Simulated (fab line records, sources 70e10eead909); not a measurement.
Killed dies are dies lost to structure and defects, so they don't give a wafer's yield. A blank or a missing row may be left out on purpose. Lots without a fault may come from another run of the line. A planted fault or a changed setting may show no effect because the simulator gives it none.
Problem report in the 8D (eight disciplines) form, filled by code | flow nand_harc | the parts of the form that need people (team, actions taken, sign-off) are left out

1. THE PROBLEM
run_length_s at NHARC_P_GATE_STRIP_67 reads a mean of 194.2 s on 1 wafer of 1 lot; wafers without a fault read 603.0 s with a standard deviation of 1.1. That is -99 or more standard deviations from the usual mean.
The step: strips in SPM, time 600 s.
First seen on wafer L133.1, day 9 04:30, on wet_bench-09. The record holds 15 wafers of 5 lots with a number at this step. Rule for "out", or "out of limits": more than 4 standard deviations from the usual mean. The other wafers with a number count as sound.

2. WHAT IT IS AND WHAT IT IS NOT
question                    | is               | is not
which readings at this step | run_length_s     | -
which lots                  | L133             | L126, L129, L143, L147
which wafers of those lots  | L133.1           | L133.2, L133.4
read on which tools         | wet_bench-09     | wet_bench-02, wet_bench-03
when                        | from day 9 04:30 | up to then (8 sound wafers); but 6 sound wafers of L143, L147 came after

3. SUSPECTS, AND WHAT RULES EACH OUT
Counting: a tool at a process step up to the reading stays a suspect if it ran every lot that is out. Sound lots after the first of them don't rule it out here, since some wafers of a struck lot are sound.
- rie_diel-04 at NHARC_P_GATE_DESCUM_93 (chemistry O2, time 3 s): kept. It ran the lot that is out, L133 (day 9 01:59); its last sound lot up to then is L126 (day 6 00:05).
- plasma_asher-02 at NHARC_P_GATE_STRIP_113 (strips in N2/H2, time 740 s): kept. It ran the lot that is out, L133 (day 9 02:23); its last sound lot up to then is L129 (day 7 11:09).
- plasma_asher-02 at NHARC_P_GATE_STRIP_95 (strips in O2): kept. It ran the lot that is out, L133 (day 9 03:07); its last sound lot up to then is L129 (day 7 11:52).
- rtp_anneal-02 at NHARC_P_GATE_RTA_80 (time 30 s): kept. It ran the lot that is out, L133 (day 9 04:18); its last sound lot up to then is L129 (day 7 13:03).
- wet_bench-09 at NHARC_P_GATE_STRIP_67 (strips in SPM, time 600 s): kept. It ran the lot that is out, L133 (day 9 04:30); its last sound lot up to then is L126 (day 6 02:33). Its own readings are out on those wafers: run_length_s.
- Within plasma_asher-02 at NHARC_P_GATE_STRIP_113: the wafers that are out ran in chamber 1; their sound lot-mates ran in chamber 0.
- Within plasma_asher-02 at NHARC_P_GATE_STRIP_95: the wafers that are out ran in chamber 1; their sound lot-mates ran in chamber 0.
- Within wet_bench-09 at NHARC_P_GATE_STRIP_67: the wafers that are out ran in chamber 5; their sound lot-mates ran in chambers 4, 7.
Left after counting: rie_diel-04 at NHARC_P_GATE_DESCUM_93, plasma_asher-02 at NHARC_P_GATE_STRIP_113, plasma_asher-02 at NHARC_P_GATE_STRIP_95, rtp_anneal-02 at NHARC_P_GATE_RTA_80, wet_bench-09 at NHARC_P_GATE_STRIP_67.

4. THE CAUSE (what the simulator had put in)
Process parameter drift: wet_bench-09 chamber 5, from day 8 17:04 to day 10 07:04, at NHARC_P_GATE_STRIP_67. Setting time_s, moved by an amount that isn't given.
Counting left 5 suspects, and this tool is among them.

5. THE CHAIN OF EFFECTS, in route order
Each row: a reading whose mean over the struck wafers that have a number lies more than 3 standard deviations from the usual. Only readings for which the record gives a usual standard deviation are gone through. hours: the time from each lot's start at the first step in this table that gives one to its start at this step, as a median over the lots. sigmas: the change in usual standard deviations.
hours | step                  | reading      | usual   | on struck wafers | change | sigmas
0     | NHARC_P_GATE_STRIP_67 | run_length_s | 603.0 s | 194.2            | -408.8 | -99 or more
The process steps in it:
- NHARC_P_GATE_STRIP_67: strips in SPM, time 600 s.

6. WHAT WOULD HAVE CAUGHT IT SOONER
In this record the first reading out of limits was taken at day 9 04:30, 11 hours after the fault began at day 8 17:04.
